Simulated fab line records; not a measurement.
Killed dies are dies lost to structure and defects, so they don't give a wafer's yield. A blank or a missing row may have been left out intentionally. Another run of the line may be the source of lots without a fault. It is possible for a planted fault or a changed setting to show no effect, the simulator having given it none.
The tool behind it: which one? ; flow n5_finfet ; 24 lots with 72 wafers sampled at 6 steps, on a route of 1938 steps

WHAT EACH GAUGE READ, for each wafer
N5_BEOL_M2_RS_MEAS_58: the measuring method here is four-point-probe.
lot;measured;on;M2_RS (ohm/sq)
L074;day 7 01:23;film_metro-02;0.67 0.63 0.68
L075;day 7 02:54;film_metro-01;0.72 0.66 0.68
L076;day 7 08:03;film_metro-01;0.63 0.73 0.65
L077;day 7 14:38;film_metro-02;0.64 0.63 0.62
L078;day 7 14:56;film_metro-01;0.75 0.63 0.64
L079;day 8 08:17;film_metro-01;0.69 0.62 0.67
L080;day 8 12:07;film_metro-01;0.69 0.62 0.73
L081;day 8 13:28;film_metro-01;0.67 0.72 0.70
L082;day 8 21:52;film_metro-01;0.67 0.64 0.71
L083;day 8 22:24;film_metro-01;0.64 0.66 0.69
L084;day 9 12:56;film_metro-02;0.66 0.63 0.59
L085;day 9 16:16;film_metro-01;0.67 0.63 0.65
L086;day 9 22:47;film_metro-01;0.65 0.61 0.64
L087;day 10 04:02;film_metro-01;0.63 0.66 0.69
L088;day 10 13:37;film_metro-02;0.62 0.64 0.66
L089;day 10 15:40;film_metro-01;0.68 0.69 0.67
L090;day 10 17:31;film_metro-01;0.61 0.64 0.59
L091;day 11 13:09;film_metro-01;0.78 0.64 0.69
L093;day 11 16:06;film_metro-01;0.71 0.67 0.61
L092;day 11 20:26;film_metro-01;0.67 0.62 0.69
L094;day 11 20:58;film_metro-01;0.68 0.65 0.69
L095;day 11 21:58;film_metro-01;0.64 0.67 0.76
L096;day 12 06:01;film_metro-01;0.70 0.64 0.65
L097;day 13 03:58;film_metro-02;0.68 0.70 0.71

TOOL THAT RAN EACH LOT (tool first, then ch and the chambers of the sampled wafers, then the start)
lot;N5_BEOL_M2_ETCH_70;N5_BEOL_M2_VIA_ETCH_34;N5_BEOL_M2_ANNEAL_49;N5_BEOL_M2_ANNEAL_87;N5_BEOL_M2_SPUTTER_92
L074;rie_diel-05 ch 1,2,3, day 6 20:22;rie_diel-05 ch 1,2,3, day 6 20:28;pvd_sputter-01, day 6 22:40;pvd_sputter-01, day 6 23:20;pvd_sputter-01, day 6 23:55
L075;rie_diel-03 ch 1,2,3, day 6 22:20;rie_diel-03 ch 1,2,3, day 6 22:26;pvd_sputter-02, day 7 00:10;pvd_sputter-02, day 7 00:49;pvd_sputter-02, day 7 01:24
L076;rie_diel-05 ch 1,3, day 7 02:01;rie_diel-05 ch 1,3, day 7 02:07;pvd_sputter-01, day 7 05:20;pvd_sputter-01, day 7 05:59;pvd_sputter-01, day 7 06:34
L077;rie_diel-03 ch 0,1, day 7 10:23;rie_diel-03 ch 0,1, day 7 10:29;pvd_sputter-02, day 7 11:55;pvd_sputter-02, day 7 12:35;pvd_sputter-02, day 7 13:10
L078;rie_diel-05 ch 1,3, day 7 10:43;rie_diel-05 ch 1,3, day 7 10:49;pvd_sputter-01, day 7 12:00;pvd_sputter-01, day 7 12:40;pvd_sputter-01, day 7 13:14
L079;rie_diel-03 ch 0,3, day 8 03:56;rie_diel-03 ch 0,3, day 8 04:03;pvd_sputter-02, day 8 05:32;pvd_sputter-02, day 8 06:12;pvd_sputter-02, day 8 06:47
L080;rie_diel-04 ch 0,1, day 8 07:52;rie_diel-04 ch 0,1, day 8 07:58;pvd_sputter-02, day 8 09:18;pvd_sputter-02, day 8 09:58;pvd_sputter-02, day 8 10:32
L081;rie_diel-05 ch 0,2,3, day 8 07:58;rie_diel-05 ch 0,2,3, day 8 08:04;pvd_sputter-03, day 8 10:43;pvd_sputter-03, day 8 11:22;pvd_sputter-03, day 8 11:57
L082;rie_diel-05 ch 0,2,3, day 8 17:10;rie_diel-05 ch 0,2,3, day 8 17:17;pvd_sputter-02, day 8 19:05;pvd_sputter-02, day 8 19:45;pvd_sputter-02, day 8 20:20
L083;rie_diel-03 ch 2,3, day 8 17:15;rie_diel-03 ch 2,3, day 8 17:22;pvd_sputter-01, day 8 19:37;pvd_sputter-01, day 8 20:17;pvd_sputter-01, day 8 20:52
L084;rie_diel-03 ch 0,1,3, day 9 07:13;rie_diel-03 ch 0,1,3, day 9 07:20;pvd_sputter-03, day 9 10:10;pvd_sputter-03, day 9 10:50;pvd_sputter-03, day 9 11:25
L085;rie_diel-05 ch 0,2, day 9 11:47;rie_diel-05 ch 0,2, day 9 11:54;pvd_sputter-01, day 9 13:31;pvd_sputter-01, day 9 14:10;pvd_sputter-01, day 9 14:45
L086;rie_diel-03 ch 1,3, day 9 17:46;rie_diel-03 ch 1,3, day 9 17:52;pvd_sputter-03, day 9 20:04;pvd_sputter-03, day 9 20:44;pvd_sputter-03, day 9 21:19
L087;rie_diel-03 ch 2,3, day 9 23:39;rie_diel-03 ch 2,3, day 9 23:46;pvd_sputter-02, day 10 01:18;pvd_sputter-02, day 10 01:58;pvd_sputter-02, day 10 02:32
L088;rie_diel-05 ch 0,1,3, day 10 09:31;rie_diel-05 ch 0,1,3, day 10 09:37;pvd_sputter-02, day 10 10:52;pvd_sputter-02, day 10 11:31;pvd_sputter-02, day 10 12:06
L089;rie_diel-03 ch 0,2,3, day 10 09:40;rie_diel-03 ch 0,2,3, day 10 09:46;pvd_sputter-02, day 10 12:56;pvd_sputter-02, day 10 13:36;pvd_sputter-02, day 10 14:11
L090;rie_diel-03 ch 0,1,3, day 10 12:46;rie_diel-03 ch 0,1,3, day 10 12:53;pvd_sputter-03, day 10 14:45;pvd_sputter-03, day 10 15:25;pvd_sputter-03, day 10 15:59
L091;rie_diel-04 ch 1,3, day 11 08:18;rie_diel-04 ch 1,3, day 11 08:25;pvd_sputter-03, day 11 10:14;pvd_sputter-03, day 11 10:53;pvd_sputter-03, day 11 11:28
L093;rie_diel-05 ch 0,1,3, day 11 11:52;rie_diel-05 ch 0,1,3, day 11 11:59;pvd_sputter-03, day 11 13:22;pvd_sputter-03, day 11 14:02;pvd_sputter-03, day 11 14:37
L092;rie_diel-05 ch 0,3, day 11 15:34;rie_diel-05 ch 0,3, day 11 15:40;pvd_sputter-03, day 11 17:43;pvd_sputter-03, day 11 18:22;pvd_sputter-03, day 11 18:57
L094;rie_diel-03 ch 0,1,3, day 11 15:44;rie_diel-03 ch 0,1,3, day 11 15:51;pvd_sputter-02, day 11 18:11;pvd_sputter-02, day 11 18:50;pvd_sputter-02, day 11 19:25
L095;rie_diel-03 ch 0,2,3, day 11 17:15;rie_diel-03 ch 0,2,3, day 11 17:22;pvd_sputter-01, day 11 19:12;pvd_sputter-01, day 11 19:52;pvd_sputter-01, day 11 20:26
L096;rie_diel-03 ch 0,1, day 11 23:46;rie_diel-03 ch 0,1, day 11 23:52;pvd_sputter-02, day 12 02:43;pvd_sputter-02, day 12 03:22;pvd_sputter-02, day 12 03:57
L097;rie_diel-05 ch 0,1,3, day 12 22:08;rie_diel-05 ch 0,1,3, day 12 22:14;pvd_sputter-03, day 13 01:13;pvd_sputter-03, day 13 01:52;pvd_sputter-03, day 13 02:27
- N5_BEOL_M2_ETCH_70: etches SOC in N2/H2, target depth 80 nm, overetch 24 nm, time 130 s.
- N5_BEOL_M2_VIA_ETCH_34: etches the open film in C4F6/O2, target depth 69.4 nm, time 65.9 s.
- N5_BEOL_M2_ANNEAL_49: time 240 s.
- N5_BEOL_M2_ANNEAL_87: time 240 s.
- N5_BEOL_M2_SPUTTER_92: material Cu, target thk 4.5 nm, time 8.29 s.

WHAT THE TOOLS THEMSELVES READ (means of the sampled wafers that have a number; where no wafer has one, the mark that the record gives instead)
N5_BEOL_M2_ETCH_70.
lot;tool;drypump_motor_current_A (A);oes_product_au (a.u.);rf_vpp_V (V);showerhead_plenum_p_Torr (Torr);temp_c (C);throttle_valve_pct (%)
L074;rie_diel-05;6.2;0.55;523;2.52;40.02;17.80
L075;rie_diel-03;5.5;0.56;522;2.47;40.07;17.80
L076;rie_diel-05;6.2;0.57;526;2.60;40.00;17.81
L077;rie_diel-03;5.7;0.62;525;2.61;40.07;17.56
L078;rie_diel-05;6.1;0.57;525;2.59;39.91;17.82
L079;rie_diel-03;5.4;0.57;525;2.58;39.99;17.75
L080;rie_diel-04;5.1;0.60;521;2.49;39.98;17.81
L081;rie_diel-05;6.0;0.61;524;2.54;39.97;17.68
L082;rie_diel-05;6.0;0.61;524;2.54;40.01;17.68
L083;rie_diel-03;5.3;0.54;522;2.50;39.97;17.86
L084;rie_diel-03;5.6;0.57;523;2.54;40.07;17.74
L085;rie_diel-05;6.1;0.58;521;2.45;39.91;17.70
L086;rie_diel-03;5.6;0.53;523;2.48;40.03;17.91
L087;rie_diel-03;5.3;0.54;523;2.49;39.97;17.87
L088;rie_diel-05;6.1;0.65;526;2.62;40.11;17.64
L089;rie_diel-03;5.3;0.57;524;2.55;39.95;17.72
L090;rie_diel-03;5.6;0.57;525;2.54;40.01;17.77
L091;rie_diel-04;5.0;0.57;523;2.51;39.94;17.84
L093;rie_diel-05;6.1;0.63;525;2.61;40.00;17.65
L092;rie_diel-05;5.8;0.63;524;2.54;40.02;17.66
L094;rie_diel-03;5.6;0.56;524;2.53;40.06;17.78
L095;rie_diel-03;5.3;0.56;524;2.54;40.00;17.74
L096;rie_diel-03;5.7;0.58;525;2.59;40.05;17.64
L097;rie_diel-05;6.1;0.62;526;2.61;40.01;17.68

N5_BEOL_M2_VIA_ETCH_34.
lot;tool;drypump_motor_current_A (A);oes_product_au (a.u.);rf_vpp_V (V);showerhead_plenum_p_Torr (Torr);throttle_valve_pct (%)
L074;rie_diel-05;6.2;0.75;681;2.80;30.5
L075;rie_diel-03;5.5;0.78;668;2.78;30.8
L076;rie_diel-05;6.1;0.78;679;2.89;30.7
L077;rie_diel-03;5.7;0.86;667;2.95;31.0
L078;rie_diel-05;6.1;0.78;679;2.89;30.7
L079;rie_diel-03;5.4;0.77;664;2.87;30.5
L080;rie_diel-04;5.1;0.79;680;2.77;30.6
L081;rie_diel-05;6.0;0.84;672;2.82;30.5
L082;rie_diel-05;6.0;0.84;671;2.82;30.5
L083;rie_diel-03;5.3;0.74;667;2.78;30.5
L084;rie_diel-03;5.6;0.78;665;2.86;30.8
L085;rie_diel-05;6.1;0.80;672;2.72;30.4
L086;rie_diel-03;5.5;0.73;664;2.78;30.7
L087;rie_diel-03;5.3;0.74;666;2.77;30.6
L088;rie_diel-05;6.1;0.89;686;2.91;30.6
L089;rie_diel-03;5.4;0.79;669;2.85;30.7
L090;rie_diel-03;5.6;0.78;665;2.85;30.8
L091;rie_diel-04;5.0;0.77;687;2.82;30.8
L093;rie_diel-05;6.1;0.87;686;2.90;30.6
L092;rie_diel-05;5.9;0.86;672;2.82;30.5
L094;rie_diel-03;5.6;0.76;665;2.85;30.8
L095;rie_diel-03;5.4;0.78;669;2.85;30.7
L096;rie_diel-03;5.7;0.81;667;2.93;31.0
L097;rie_diel-05;6.1;0.85;684;2.90;30.6

N5_BEOL_M2_ANNEAL_49.
lot;tool;heater_power_w (W);susceptor_temp_C_max
L074;pvd_sputter-01;794;400.9
L075;pvd_sputter-02;893;400.8
L076;pvd_sputter-01;881;401.2
L077;pvd_sputter-02;897;400.8
L078;pvd_sputter-01;719;401.0
L079;pvd_sputter-02;957;401.2
L080;pvd_sputter-02;848;401.3
L081;pvd_sputter-03;841;400.9
L082;pvd_sputter-02;850;401.0
L083;pvd_sputter-01;866;400.8
L084;pvd_sputter-03;946;401.2
L085;pvd_sputter-01;857;401.0
L086;pvd_sputter-03;1014;401.2
L087;pvd_sputter-02;875;400.9
L088;pvd_sputter-02;899;401.2
L089;pvd_sputter-02;868;401.5
L090;pvd_sputter-03;871;401.3
L091;pvd_sputter-03;879;401.3
L093;pvd_sputter-03;934;400.9
L092;pvd_sputter-03;936;401.0
L094;pvd_sputter-02;866;401.0
L095;pvd_sputter-01;805;401.0
L096;pvd_sputter-02;968;401.1
L097;pvd_sputter-03;1020;400.9

N5_BEOL_M2_ANNEAL_87.
lot;tool;heater_power_w (W);susceptor_temp_C_max
L074;pvd_sputter-01;802;401.2
L075;pvd_sputter-02;891;400.9
L076;pvd_sputter-01;881;400.8
L077;pvd_sputter-02;902;401.1
L078;pvd_sputter-01;725;400.9
L079;pvd_sputter-02;958;401.0
L080;pvd_sputter-02;839;401.1
L081;pvd_sputter-03;843;400.7
L082;pvd_sputter-02;859;401.0
L083;pvd_sputter-01;860;400.8
L084;pvd_sputter-03;941;400.9
L085;pvd_sputter-01;860;400.7
L086;pvd_sputter-03;1020;400.9
L087;pvd_sputter-02;864;400.9
L088;pvd_sputter-02;904;401.2
L089;pvd_sputter-02;856;401.3
L090;pvd_sputter-03;864;401.6
L091;pvd_sputter-03;907;401.2
L093;pvd_sputter-03;938;401.2
L092;pvd_sputter-03;931;400.8
L094;pvd_sputter-02;869;401.0
L095;pvd_sputter-01;804;400.8
L096;pvd_sputter-02;967;401.2
L097;pvd_sputter-03;1008;401.1

N5_BEOL_M2_SPUTTER_92.
lot;tool;throttle_valve_pct (%)
L074;pvd_sputter-01;29.7
L075;pvd_sputter-02;29.8
L076;pvd_sputter-01;30.3
L077;pvd_sputter-02;30.9
L078;pvd_sputter-01;29.3
L079;pvd_sputter-02;29.9
L080;pvd_sputter-02;30.3
L081;pvd_sputter-03;31.1
L082;pvd_sputter-02;30.0
L083;pvd_sputter-01;29.4
L084;pvd_sputter-03;30.5
L085;pvd_sputter-01;29.7
L086;pvd_sputter-03;29.5
L087;pvd_sputter-02;30.5
L088;pvd_sputter-02;30.9
L089;pvd_sputter-02;31.1
L090;pvd_sputter-03;31.1
L091;pvd_sputter-03;31.5
L093;pvd_sputter-03;30.3
L092;pvd_sputter-03;30.3
L094;pvd_sputter-02;30.5
L095;pvd_sputter-01;29.8
L096;pvd_sputter-02;29.8
L097;pvd_sputter-03;29.4

THE ANSWER, worked out from the rows above alone
Rule: the lots themselves supply what counts as usual. The widest of any qualifying gaps counts: lots, ordered by their means at a reading, are off when they make up no more than a third of the lots, leave a main group of 4 or more, and stand apart from it by 3 or more times the standard deviation of that group's means. A main group is skipped when, at the precision printed for the reading in the tables above, its means are all equal. Also off: a lot with no number at a reading for which 4 or more lots have one. Any other lot the step has rows for is counted as sound. First the gauges in route order, then the tools' own readings, where a lot's mean is used as printed above. At the first step where some lot is off, the reading lying furthest off is the one used; lots without a number count as furthest.
No lot is off on any of the readings shown, so nothing can be concluded from this.

WHAT THE SIMULATOR PUT IN
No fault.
